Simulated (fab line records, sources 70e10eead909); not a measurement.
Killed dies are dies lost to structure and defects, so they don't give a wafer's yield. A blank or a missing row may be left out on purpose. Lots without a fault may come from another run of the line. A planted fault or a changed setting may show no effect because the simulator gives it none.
Which tool did it? | flow nand_harc | 14 lots, 42 wafers sampled, at 1 step of a route of 1159

WHAT THE GAUGES READ, wafer by wafer
NHARC_P_STI_INSPECT_25. Usual: raw_defect_count 246, standard deviation 96.
lot  | measured    | on                | raw_defect_count | flag
L458 | day 3 16:49 | defect_inspect-01 | 313 323 271      |
L457 | day 3 16:50 | defect_inspect-02 | 443 207 144      |
L459 | day 4 06:12 | defect_inspect-01 | 207 147 167      |
L460 | day 4 06:12 | defect_inspect-02 | 167 173 153      |
L461 | day 4 19:11 | defect_inspect-01 | 301 577 246      |
L462 | day 4 19:11 | defect_inspect-02 | 165 148 170      |
L464 | day 5 10:41 | defect_inspect-01 | 220 345 263      |
L465 | day 5 19:32 | defect_inspect-01 | 291 222 201      |
L469 | day 7 00:35 | defect_inspect-01 | 475 246 144      |
L470 | day 7 00:35 | defect_inspect-02 | 190 263 314      |
L468 | day 7 00:35 | defect_inspect-02 | 275 225 261      |
L475 | day 7 23:11 | defect_inspect-02 | 271 190 187      |
L474 | day 7 23:11 | defect_inspect-01 | 124 170 153      |
L480 | day 9 06:31 | defect_inspect-01 | 302 346 337      |

WHICH TOOL RAN EACH LOT (tool, then ch and the chambers of the sampled wafers, then the start)
The record holds no process step before these readings.

WHAT THE TOOLS THEMSELVES READ (means of the sampled wafers that have a number; where no wafer has one, the mark that the record gives instead)
The record holds no such reading with a usual standard deviation.

THE ANSWER, worked out from the rows above alone
Rule: a lot is off if the mean of its wafers that have a number lies more than 3 standard deviations from the usual mean. A lot without any number at a reading at which 4 lots or more have one is off too. The other lots that the step has rows for count as sound. The gauges are gone through in route order, then the tools' own readings, and for those a lot's mean is taken as printed above. The first step at which some lot is off is used, and at that step the reading that is off furthest; a lot without a number counts as furthest.
No lot is off at any reading shown: from this, nothing can be told.

WHAT THE SIMULATOR HAD PUT IN
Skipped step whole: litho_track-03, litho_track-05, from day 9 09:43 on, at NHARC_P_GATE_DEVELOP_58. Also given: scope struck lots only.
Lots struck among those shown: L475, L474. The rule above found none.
